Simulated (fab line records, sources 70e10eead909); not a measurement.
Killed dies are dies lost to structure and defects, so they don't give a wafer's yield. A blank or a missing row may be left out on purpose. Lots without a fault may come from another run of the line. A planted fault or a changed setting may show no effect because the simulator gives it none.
fab line records | flow nand_harc
record lots=4 wafers=12 last_day=29
route steps=1302 shown A_CHANNEL_HOLE_D1@450 END@1301
lots that met no fault: from a run of the same line without faults
start_h: hours from the record's first day to the start of the lot's first wafer shown | wait_h: hours since the lot's step before | " the same as in the row above | L1.1+2: a row that stands for several wafers | - no value, or no start given | * or withheld: withheld | < > ~ a bound
route shown NAME@n: a module of which the file shows steps, and the number in the route of the first | usual: mean/standard deviation of fault-free wafers | same: alike in all rows | chamber/n: place in a boat | sites: the reading at each site | _std_site: their standard deviation | _edge_site: outer sites' mean less inner sites' | radius_mm: how far each site lies from the wafer's centre | mask NAME#n: copy n | behind: the tool/chamber that last shaped the wafer | hold: why the lot was held/for how many hours/how that ended | device: the transistor (n, p or np) that didn't switch | end of line: the same wafers' tests at the end of the route | a step without rows: its recipe alone | killed: dies lost to structure and defects at the first sort, not the wafer's yield | map: a wafer's dies, x killed, . not, _ none there
set.NAME: the setting as run; set.NAME@STEP: as run at that earlier step | model.NAME: the simulator's own value behind a step, which no gauge read
lots at some steps of the route; a table a step, a row a wafer
services: from which hour (start_h, from the record's first day; less than 0 if before it) a tool's chamber was out of use, for how many hours, and why
## steps
# step NHARC_A_CHANNEL_HOLE_D1_DEP_00
# recipe target_thk_a=31000 temp_c=400 material=aC
# step NHARC_A_CHANNEL_HOLE_D1_DEP_01
# recipe target_thk_a=1400 target_thk_nm=140 temp_c=400 pressure_torr=3.5 flow_sccm=200 rf_w=350 material=SiON
# step NHARC_A_CHANNEL_HOLE_D1_DEHYDRATE_02
# recipe temp_c=150 time_s=120
# step NHARC_A_CHANNEL_HOLE_D1_HMDS_03
# recipe time_s=30
# step NHARC_A_CHANNEL_HOLE_D1_COAT_36
# recipe temp_c=260 time_s=75
# step NHARC_A_CHANNEL_HOLE_D1_COAT_37
# recipe temp_c=225 time_s=65
# step NHARC_A_CHANNEL_HOLE_D1_COAT_04
# recipe spin_rpm=1500 resist_thk_nm=90
# step NHARC_A_CHANNEL_HOLE_D1_SOFTBAKE_05
# recipe temp_c=105 time_s=55
# step NHARC_A_CHANNEL_HOLE_D1_EBR_06
# step NHARC_A_CHANNEL_HOLE_D1_EXPOSE_07
# recipe na=1.35 target_cd_nm=100 sigma_outer=0.3 dose_mj=59.65 mask_id=HOLE_D1
# step NHARC_A_CHANNEL_HOLE_D1_PEB_08
# recipe peb_temp_c=100 peb_time_s=65
# usual heater_power_total_W=156.6/0.42 resist_line_temp_C=22.98/0.11
# columns lot.wafer tool chamber start_h wait_h heater_power_total_W resist_line_temp_C
L887.1 litho_track-01 0 211.68 0.1 193.5 23.14
L887.5 " 0 " " 192.0 23.16
L887.6 " 0 " " 157.1 23.07
L888.3 litho_track-01 0 223.49 0.0 156.2 22.95
L888.5 " 0 " " 192.0 22.87
L888.6 " 0 " " 157.2 23.01
L893.1 litho_track-06 0 275.51 0.1 156.3 23.08
L893.5 " 0 " " 156.0 23.05
L893.6 " 0 " " 156.5 23.04
L897.2 litho_track-01 0 304.57 0.1 156.7 23.08
L897.3 " 0 " " 156.7 22.94
L897.5 " 0 " " 157.2 23.02
# step NHARC_A_CHANNEL_HOLE_D1_DEVELOP_09
# recipe develop_time_s=35 dev_temp_c=23
# step NHARC_A_CHANNEL_HOLE_D1_CD_MEAS_10
# recipe target_cd_nm=100 landing_energy_ev=500
# usual cd_nm=99.9/0.44
# columns lot.wafer tool chamber start_h wait_h hold cd_nm
L887.1 cd_sem-01 0 211.76 - await_dispo/0.2h/release 88.0
L887.5 " 0 " " await_dispo/0.2h/release 88.4
L887.6 " 0 " " await_dispo/0.2h/release 99.4
L887.1 cd_sem-01 0 - - - 88.3
L887.5 " 0 " " - 88.5
L887.6 " 0 " " - 99.6
L888.3 cd_sem-03 0 223.58 - await_dispo/0.2h/release 100.7
L888.5 " 0 " " await_dispo/0.2h/release 89.2
L888.6 " 0 " " await_dispo/0.2h/release 99.9
L888.3 cd_sem-03 0 - - - 100.6
L888.5 " 0 " " - 89.1
L888.6 " 0 " " - 99.8
L893.1 cd_sem-03 0 275.59 - - 99.7
L893.5 " 0 " " - 99.5
L893.6 " 0 " " - 99.4
L897.2 cd_sem-03 0 304.66 - - 99.9
L897.3 " 0 " " - 100.1
L897.5 " 0 " " - 100.3
# step NHARC_A_CHANNEL_HOLE_D1_OVL_MEAS_11
# usual overlay_x_nm=-0.1/0.79 overlay_y_nm=0.2/0.8
# columns lot.wafer tool chamber start_h wait_h hold overlay_x_nm overlay_y_nm
L887.1 overlay-02 - 213.82 - await_dispo/1.8h/release 0.4 0.5
L887.5 " - " " await_dispo/1.8h/release 0.3 0.4
L887.6 " - " " await_dispo/1.8h/release 0.7 0.9
L888.3 overlay-02 - 225.36 - await_dispo/1.5h/release -0.1 0.4
L888.5 " - " " await_dispo/1.5h/release -0.6 0.0
L888.6 " - " " await_dispo/1.5h/release -0.1 0.0
L893.1 overlay-02 - 275.68 - - -0.2 0.1
L893.5 " - " " - -0.1 0.5
L893.6 " - " " - 0.1 -0.5
L897.2 overlay-02 - 304.74 - - -1.2 -0.6
L897.3 " - " " - -0.4 -0.9
L897.5 " - " " - -0.7 -0.9
# step NHARC_A_CHANNEL_HOLE_D1_DESCUM_15
# recipe time_s=3 o2_flow_sccm=200 ar_flow_sccm=0 bias_power_w=0 chemistry=O2
# usual drypump_motor_current_A=5.6/0.4 mfc_ar_sccm=0.014/0.014 oes_product_au=0.994/0.0098 rf_vpp_V=57.8/0.83 showerhead_plenum_p_Torr=1.89/0.069 throttle_valve_pct=11.311/0.0075
# columns lot.wafer tool chamber start_h wait_h drypump_motor_current_A mfc_ar_sccm oes_product_au rf_hours_counter_h rf_vpp_V showerhead_plenum_p_Torr throttle_valve_pct model.A_CHANNEL_HOLE_D1.cd_nm
L887.1 rie_diel-10 2 213.92 0.1 5.2 0.037 1.000 13 58.1 2.02 11.309 87.99
L887.5 " 2 " " 5.3 0.037 0.999 - 58.4 2.03 11.317 87.86
L887.6 " 3 " " 5.9 0 1.003 - 57.7 1.85 11.305 99.35
L888.3 rie_diel-10 3 225.51 0.1 5.9 0 0.988 11 57.6 1.85 11.317 100.4
L888.6 " 1 " " 5.1 0.021 0.998 - 57.1 1.87 11.313 100.3
L888.5 " 2 " " 5.3 0.037 0.996 - 58.7 2.02 11.310 88.79
L893.1 rie_diel-11 2 275.83 0.1 5.3 0.037 1.014 3 57.2 1.85 11.312 98.83
L893.5 " 3 " " 5.9 0.021 1.003 - 57.7 1.83 11.320 99.84
L893.6 " 0 " " 6.3 0.002 1.001 - 57.0 1.88 11.308 99.07
L897.3 rie_diel-11 0 304.85 0.1 6.4 0.002 0.979 13 58.0 1.88 11.316 100.1
L897.2 " 2 " " 5.3 0.037 1.001 17 57.2 1.85 11.306 99.59
L897.5 " 3 " " 5.8 0.021 0.978 - 55.8 1.83 11.304 100.7
# step NHARC_A_CHANNEL_HOLE_D1_ETCH_38
# recipe target_depth_a=390 over_etch_frac=0.3 time_s=65 ion_energy_ev=80 cf4_flow_sccm=150 ar_flow_sccm=0 rf_w=300 bias_w=100 chemistry=CF4
# step NHARC_A_CHANNEL_HOLE_D1_ETCH_39
# recipe target_depth_a=2600 over_etch_frac=0.3 time_s=325 ion_energy_ev=200 n2_flow_sccm=150 h2_flow_sccm=150 ar_flow_sccm=0 rf_w=400 bias_w=150 chemistry=N2/H2
# step NHARC_A_CHANNEL_HOLE_D1_ETCH_34
# recipe target_depth_a=1540 time_s=77 cf4_flow_sccm=100 chf3_flow_sccm=30 ar_flow_sccm=0 rf_w=500 bias_w=200 chemistry=CF4/CHF3
# step NHARC_A_CHANNEL_HOLE_D1_ETCH_16
# recipe target_depth_a=31000 over_etch_frac=0.3 time_s=806 ion_energy_ev=150 o2_flow_sccm=400 cos_flow_sccm=20 ar_flow_sccm=0 rf_w=500 bias_w=300 chemistry=O2/COS
# step NHARC_A_CHANNEL_HOLE_D1_CD_MEAS_18
# usual cd_nm=99.0/2.3
# columns lot.wafer tool chamber start_h wait_h hold cd_nm
L887.1 cd_sem-02 - 215.02 - await_dispo/0.2h/release 87.6
L887.5 " - " " await_dispo/0.2h/release 86.8
L887.6 " - " " await_dispo/0.2h/release 99.0
L887.1 cd_sem-02 - 215.20 0.2 - 87.5
L887.5 " - " " - 87.2
L887.6 " - " " - 99.0
L888.3 cd_sem-01 - 226.60 - await_dispo/0.2h/release 101.6
L888.5 " - " " await_dispo/0.2h/release 87.5
L888.6 " - " " await_dispo/0.2h/release 101.0
L888.3 cd_sem-01 - 226.78 0.2 - 101.5
L888.5 " - " " - 87.6
L888.6 " - " " - 100.9
L893.1 cd_sem-01 - 277.01 - - 98.5
L893.5 " - " " - 98.8
L893.6 " - " " - 96.6
L897.2 cd_sem-01 - 305.94 - - 97.9
L897.3 " - " " - 102.2
L897.5 " - " " - 104.5
# step NHARC_A_CHANNEL_HOLE_D1_ETCH_19
# recipe bias_v=1200 source_w=2500 pressure_mtorr=15 time_s=34.5 ar_flow_sccm=375 c4f8_flow_sccm=28.8 o2_flow_sccm=96.2 temp_c=-20 target_depth_a=* chemistry=C4F8/O2/Ar
# usual bias_v=1199/12 c4f8_flow_sccm=28.80/0.076 drypump_motor_current_A=5.71/0.21 mfc_ar_sccm=375.1/1.1 oes_air_line_au=0.999/0.019 showerhead_plenum_p_Torr=3.71/0.097 throttle_valve_pct=37.038/0.0096
# columns lot.wafer tool chamber start_h wait_h hold bias_v c4f8_flow_sccm drypump_motor_current_A mfc_ar_sccm oes_air_line_au rf_hours_counter_h showerhead_plenum_p_Torr throttle_valve_pct
L887.1 har_etch-02 1 220.21 5.0 await_dispo/4.6h/release 1214 28.94 5.80 374.2 1.011 309 3.80 37.050
L887.6 " 0 " " await_dispo/4.6h/release 1199 28.80 5.36 377.1 0.993 - 3.80 37.036
L887.5 " 1 " " await_dispo/4.6h/release 1194 28.72 5.78 374.5 1.027 - 3.80 37.033
L888.3 har_etch-02 1 228.24 1.4 await_dispo/0.8h/release 1211 28.84 5.81 375.4 1.004 - 3.80 37.052
L888.5 " 1 " " await_dispo/0.8h/release 1209 28.78 5.77 375.3 0.976 - 3.80 37.032
L888.6 " 0 " " await_dispo/0.8h/release 1202 28.76 5.36 373.9 0.974 - 3.80 37.020
L893.1 har_etch-02 0 280.33 3.3 - 1197 28.83 5.36 374.6 0.998 332 3.79 37.031
L893.5 " 0 " " - 1194 28.87 5.37 374.8 0.978 - 3.79 37.038
L893.6 " 1 " " - 1218 28.90 5.79 376.3 1.018 - 3.78 37.048
L897.2 har_etch-01 0 306.05 0.1 - 1191 28.81 5.96 374.2 1.024 160 3.56 37.037
L897.3 " 1 " " - 1210 28.60 5.70 375.4 0.990 - 3.74 37.045
L897.5 " 0 " " - 1207 28.84 5.93 374.1 1.018 - 3.56 37.026
# step NHARC_A_CHANNEL_HOLE_D1_ETCH_20
# recipe bias_v=3000 source_w=withheld pressure_mtorr=20 time_s=361.9 ar_flow_sccm=375 c4f8_flow_sccm=89.3 o2_flow_sccm=35.7 temp_c=-20 target_depth_a=16000 chemistry=C4F8/O2/Ar
# step NHARC_A_CHANNEL_HOLE_D1_ETCH_21
# recipe bias_v=3000 source_w=withheld pressure_mtorr=20 time_s=514.3 ar_flow_sccm=375 c4f8_flow_sccm=89.3 o2_flow_sccm=35.7 temp_c=-20 target_depth_a=16000 chemistry=C4F8/O2/Ar
# step NHARC_A_CHANNEL_HOLE_D1_ETCH_22
# recipe bias_v=3000 source_w=withheld pressure_mtorr=20 time_s=666.7 ar_flow_sccm=375 c4f8_flow_sccm=89.3 o2_flow_sccm=35.7 temp_c=-20 target_depth_a=16000 chemistry=C4F8/O2/Ar
# step NHARC_A_CHANNEL_HOLE_D1_ETCH_23
# recipe bias_v=5000 source_w=withheld pressure_mtorr=20 time_s=819 ar_flow_sccm=375 c4f8_flow_sccm=89.3 o2_flow_sccm=35.7 temp_c=-20 target_depth_a=16000 chemistry=C4F8/O2/Ar
# step NHARC_A_CHANNEL_HOLE_D1_ETCH_24
# recipe bias_v=5000 source_w=withheld pressure_mtorr=20 time_s=906.2 ar_flow_sccm=375 c4f8_flow_sccm=93.8 o2_flow_sccm=31.2 temp_c=-20 target_depth_a=15000 chemistry=C4F8/O2/Ar
# step NHARC_A_CHANNEL_HOLE_D1_ETCH_25
# recipe bias_v=5000 source_w=withheld pressure_mtorr=20 time_s=1040.2 ar_flow_sccm=375 c4f8_flow_sccm=93.8 o2_flow_sccm=31.2 temp_c=-20 target_depth_a=15000 chemistry=C4F8/O2/Ar
# step NHARC_A_CHANNEL_HOLE_D1_ETCH_26
# recipe bias_v=300 source_w=2000 pressure_mtorr=30 time_s=224.1 ar_flow_sccm=375 c4f8_flow_sccm=11.4 o2_flow_sccm=113.6 temp_c=-20 target_depth_a=3000 chemistry=C4F8/O2/Ar
# step NHARC_A_CHANNEL_HOLE_D1_ETCH_33
# recipe bias_v=400 source_w=2000 pressure_mtorr=25 time_s=90 ar_flow_sccm=375 c4f8_flow_sccm=41.7 o2_flow_sccm=83.3 temp_c=-20 target_depth_a=4000 chemistry=C4F8/O2/Ar
# step NHARC_A_CHANNEL_HOLE_D1_STRIP_41
# recipe n2_flow_sccm=150 h2_flow_sccm=150 ar_flow_sccm=0 bias_w=0 chemistry=N2/H2
# step NHARC_A_CHANNEL_HOLE_D1_STRIP_42
# recipe cf4_flow_sccm=100 chf3_flow_sccm=30 ar_flow_sccm=0 bias_w=0 chemistry=CF4/CHF3
# step NHARC_A_CHANNEL_HOLE_D1_STRIP_43
# recipe o2_flow_sccm=400 cos_flow_sccm=20 ar_flow_sccm=0 bias_w=0 chemistry=O2/COS
# step NHARC_A_CHANNEL_HOLE_D1_ETCH_44
# recipe target_depth_a=1400 overetch_a=140 time_s=77 ion_energy_ev=100 cf4_flow_sccm=80 o2_flow_sccm=20 ar_flow_sccm=0 rf_w=300 bias_w=100 chemistry=CF4/O2
# usual drypump_motor_current_A=5.6/0.39 mfc_ar_sccm=0.013/0.013 oes_ar_750_au=1.000/0.0048 oes_product_au=0.995/0.0097 rf_vpp_V=197.2/1.2 showerhead_plenum_p_Torr=1.31/0.042 throttle_valve_pct=13.397/0.0094
# columns lot.wafer tool chamber start_h wait_h drypump_motor_current_A mfc_ar_sccm oes_ar_750_au oes_product_au rf_hours_counter_h rf_vpp_V showerhead_plenum_p_Torr throttle_valve_pct model.A_CHANNEL_HOLE_D1.cd_nm
L887.1 rie_diel-10 0 230.57 0.1 6.0 0.008 1.005 0.994 14 196.5 1.31 13.379 77.53
L887.6 " 3 " " 5.9 0 1.008 1.003 - 198.2 1.30 13.418 87.8
L887.5 " 0 " " 6.0 0.008 0.998 0.997 - 196.5 1.31 13.401 78.09
L888.3 rie_diel-10 2 234.18 0.1 5.2 0.037 1.004 1.001 14 198.5 1.41 13.401 88.06
L888.6 " 0 " " 6.0 0.008 0.993 0.999 - 197.9 1.31 13.376 89.14
L888.5 " 1 " " 5.1 0.021 0.991 0.998 - 196.4 1.30 13.397 78.09
L893.1 rie_diel-10 2 285.06 0.1 5.3 0.037 0.997 0.995 4 199.7 1.41 13.372 89
L893.5 " 1 " " 5.1 0.021 0.997 0.993 - 195.1 1.30 13.393 90.79
L893.6 " 2 " " 5.3 0.037 0.997 0.983 - 199.2 1.41 13.407 89.21
L897.3 rie_diel-10 2 310.77 0.1 5.3 0.037 1.009 0.991 5 198.3 1.41 13.392 89.14
L897.2 " 3 " " 5.9 0 1.003 0.998 6 196.3 1.29 13.393 91.36
L897.5 " 1 " " 5.1 0.021 1.000 0.981 - 197.1 1.30 13.407 91.16
# step NHARC_A_CHANNEL_HOLE_D1_STRIP_27
# recipe o2_flow_sccm=500 ar_flow_sccm=0 bias_w=0 chemistry=O2
# step NHARC_A_CHANNEL_HOLE_D1_PRECLEAN_28
# recipe time_s=* temp_c=50 bath_age_min=0 chemistry=SC1
# step NHARC_A_CHANNEL_HOLE_D1_SRD_29
# step NHARC_A_CHANNEL_HOLE_D1_CD_MEAS_30
# usual cd_nm=89.6/1.2
# columns lot.wafer tool chamber start_h wait_h hold cd_nm
L887.1 cd_sem-02 - 231.37 - await_dispo/0.2h/release 78.0
L887.5 " - " " await_dispo/0.2h/release 78.2
L887.6 " - " " await_dispo/0.2h/release 87.3
L887.1 cd_sem-02 - 231.55 0.2 - 78.4
L887.5 " - " " - 78.4
L887.6 " - " " - 87.5
L888.3 cd_sem-03 - 234.97 - await_dispo/0.2h/release 87.3
L888.5 " - " " await_dispo/0.2h/release 77.5
L888.6 " - " " await_dispo/0.2h/release 89.3
L888.3 cd_sem-03 - 235.15 0.2 - 87.5
L888.5 " - " " - 77.4
L888.6 " - " " - 89.5
L893.1 cd_sem-01 - 285.85 - - 89.2
L893.5 " - " " - 90.1
L893.6 " - " " - 88.8
L897.2 cd_sem-03 - 311.68 - - 91.0
L897.3 " - " " - 89.3
L897.5 " - " " - 92.1
# step NHARC_A_CHANNEL_HOLE_D1_XSEM_31
# recipe landing_energy_ev=35000
# usual bot_cd_nm=74.1/1.4 bow_nm=8.64/0.27 tilt_deg=0.07/0.05
# columns lot.wafer tool chamber start_h wait_h hold bot_cd_nm bow_nm tilt_deg
L887.1 xsem-01 0 232.43 0.9 await_dispo/0.8h/release 62.8 8.33 0.04
L887.5 " 0 " " await_dispo/0.8h/release 63.1 8.31 0.04
L887.6 " 0 " " await_dispo/0.8h/release 72.5 8.47 0.04
L888.3 xsem-01 0 237.51 2.4 await_dispo/2.3h/release 71.7 9.01 0.01
L888.5 " 0 " " await_dispo/2.3h/release 61.8 9.03 0.01
L888.6 " 0 " " await_dispo/2.3h/release 73.7 8.99 0.00
L893.1 xsem-01 0 285.93 0.1 - 73.3 9.03 0.07
L893.5 " 0 " " - 74.7 9.06 0.07
L893.6 " 0 " " - 73.2 8.91 0.07
L897.2 xsem-02 0 311.77 0.1 - 75.3 8.78 0.01
L897.3 " 0 " " - 72.5 8.66 0.01
L897.5 " 0 " " - 75.5 8.77 0.00
# step NHARC_END_WLT_00
# usual VT_DECK1_BOTTOM=0.869/0.0064 VT_DECK1_BOTTOM_INNER=0.869/0.0066 VT_DECK1_MEDIAN_NEAR_BOTTOM=0.870/0.0065 VT_DECK1_MEDIAN_NEAR_BOTTOM_INNER=0.870/0.0072 VT_DECK1_MIDDLE=0.883/0.0057 VT_DECK1_MIDDLE_INNER=0.883/0.0059 VT_DECK1_TOP=0.895/0.0059 VT_DECK1_TOP_INNER=0.895/0.0059 VT_DECK2_BOTTOM=0.870/0.0079 VT_DECK2_BOTTOM_INNER=0.868/0.0078 VT_DECK2_MEDIAN_NEAR_BOTTOM=0.870/0.0082 VT_DECK2_MEDIAN_NEAR_BOTTOM_INNER=0.870/0.0083 VT_DECK2_MIDDLE=0.882/0.0072 VT_DECK2_MIDDLE_INNER=0.883/0.0068 VT_DECK2_TOP=0.894/0.0082 VT_DECK2_TOP_INNER=0.893/0.0077
# columns lot.wafer tool chamber start_h wait_h VT_DECK1_BOTTOM VT_DECK1_BOTTOM_INNER VT_DECK1_MEDIAN_NEAR_BOTTOM VT_DECK1_MEDIAN_NEAR_BOTTOM_INNER VT_DECK1_MIDDLE VT_DECK1_MIDDLE_INNER VT_DECK1_TOP VT_DECK1_TOP_INNER VT_DECK2_BOTTOM VT_DECK2_BOTTOM_INNER VT_DECK2_MEDIAN_NEAR_BOTTOM VT_DECK2_MEDIAN_NEAR_BOTTOM_INNER VT_DECK2_MIDDLE VT_DECK2_MIDDLE_INNER VT_DECK2_TOP VT_DECK2_TOP_INNER
L887.1 prober-01 - 589.47 0.0 0.835 0.833 0.836 0.831 0.857 0.843 0.862 0.867 0.870 0.868 0.863 0.876 0.882 0.878 0.895 0.890
L887.5 " - 591.46 2.0 0.828 0.828 0.831 0.826 0.849 0.849 0.867 0.859 0.867 0.864 0.856 0.866 0.886 0.882 0.888 0.890
L887.6 " - " " 0.861 0.864 0.863 0.859 0.880 0.870 0.889 0.886 0.870 0.862 0.864 0.867 0.874 0.884 0.890 0.898
L888.3 prober-01 - 613.72 1.0 0.865 0.860 0.869 0.861 0.881 0.886 0.899 0.894 0.882 0.863 0.876 0.879 0.879 0.887 0.898 0.899
L888.5 " - 614.72 2.0 0.829 0.826 0.840 0.831 0.846 0.850 0.862 0.872 0.866 0.867 0.860 0.866 0.885 0.879 0.899 0.887
L888.6 " - " " 0.868 0.873 0.864 0.869 0.888 0.877 0.896 0.887 0.871 0.883 0.876 0.875 0.882 0.882 0.900 0.900
L893.1 prober-01 - 659.61 0.0 0.876 0.875 0.876 0.880 0.890 0.895 0.899 0.899 0.852 0.855 0.859 0.862 0.869 0.876 0.885 0.876
L893.5 " - 661.61 2.0 0.882 0.875 0.885 0.879 0.889 0.892 0.897 0.900 0.864 0.869 0.855 0.857 0.877 0.874 0.881 0.884
L893.6 " - " " 0.871 0.875 0.877 0.880 0.885 0.889 0.903 0.910 0.861 0.867 0.861 0.861 0.878 0.876 0.887 0.877
L897.2 prober-01 - 691.43 8.4 0.869 0.878 0.870 0.879 0.880 0.883 0.897 0.884 0.864 0.863 0.869 0.865 0.883 0.879 0.886 0.886
L897.3 " - " " 0.869 0.863 0.867 0.866 0.883 0.877 0.889 0.895 0.869 0.865 0.869 0.866 0.878 0.875 0.883 0.887
L897.5 " - 692.96 9.9 0.872 0.875 0.872 0.882 0.880 0.892 0.894 0.893 0.867 0.874 0.865 0.873 0.888 0.879 0.886 0.889
## services
# columns tool chamber start_h hours kind
rie_diel-11 3 189.91 5.3 repair
rie_diel-10 0 197.00 - clean
rie_diel-10 1 197.00 - clean
rie_diel-10 2 197.00 - clean
rie_diel-10 3 197.00 - clean
rie_diel-10 0 221.50 - clean
rie_diel-10 1 221.50 - clean
rie_diel-10 2 221.50 - clean
rie_diel-10 3 221.50 - clean
har_etch-02 - 241.57 9.9 repair
rie_diel-10 - 242.50 9.0 pm
rie_diel-10 0 242.50 9.0 vent_cycle
rie_diel-10 1 242.50 9.0 vent_cycle
rie_diel-10 2 242.50 9.0 vent_cycle
rie_diel-10 3 242.50 9.0 vent_cycle
rie_diel-11 3 247.73 3.7 repair
rie_diel-10 0 251.50 - clean
rie_diel-10 1 251.50 - clean
rie_diel-10 2 251.50 - clean
rie_diel-10 3 251.50 - clean
rie_diel-11 0 252.34 2.6 repair
rie_diel-11 - 255.53 9.0 pm
har_etch-01 - 264.55 4.1 repair
rie_diel-10 0 276.00 - clean
## key
first_sign step=NHARC_A_CHANNEL_HOLE_D1_PEB_08 reading=heater_power_total_W direction=up sigmas=86 usual=* struck=*
effect step=NHARC_A_CHANNEL_HOLE_D1_CD_MEAS_10 reading=visit direction=added
effect step=NHARC_A_CHANNEL_HOLE_D1_CD_MEAS_10 reading=cd_nm direction=down sigmas=26 usual=99.9 struck=88.5
effect step=NHARC_A_CHANNEL_HOLE_D1_CD_MEAS_18 reading=visit direction=added
effect step=NHARC_A_CHANNEL_HOLE_D1_CD_MEAS_18 reading=cd_nm direction=down sigmas=5 usual=99.0 struck=87.3
effect step=NHARC_A_CHANNEL_HOLE_D1_CD_MEAS_30 reading=cd_nm direction=down sigmas=9.7 usual=89.6 struck=77.9
effect step=NHARC_A_CHANNEL_HOLE_D1_XSEM_31 reading=bot_cd_nm direction=down sigmas=8.3 usual=74.1 struck=62.6
effect step=NHARC_END_WLT_00 reading=VT_DECK1_MIDDLE_INNER direction=down sigmas=6.1 usual=0.883 struck=0.847
model_effect step=NHARC_A_CHANNEL_HOLE_D1_DESCUM_15 value=A_CHANNEL_HOLE_D1.cd_nm without=99.72 struck=88.22
model_effect step=NHARC_A_CHANNEL_HOLE_D1_ETCH_44 value=A_CHANNEL_HOLE_D1.cd_nm without=89.29 struck=77.91
met_at NHARC_A_CHANNEL_HOLE_D1_PEB_08
struck_wafers L887.1,L887.5,L888.5
sort_left_out L887.1,L887.5,L888.5
tester_left_out L887,L888
fault kind=process_parameter_drift tool=litho_track-01 chamber=- onset_h=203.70 steps=NHARC_A_CHANNEL_HOLE_D1_PEB_08 channel=peb_time_s offset=* shape=step end_h=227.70 scope=struck_wafers_only acts_in=* stated=*
# tester_left_out: of these lots the tester's yield and bins aren't shown, on N5 and GAA mostly nor the transistor test; their killed dies are dies lost to structure and defects alone, not to doping, threshold or leakage, so they don't give the yield
# sort_left_out: the simulated sort isn't trusted on such a fault, so these wafers' sort isn't shown, and their yield isn't known
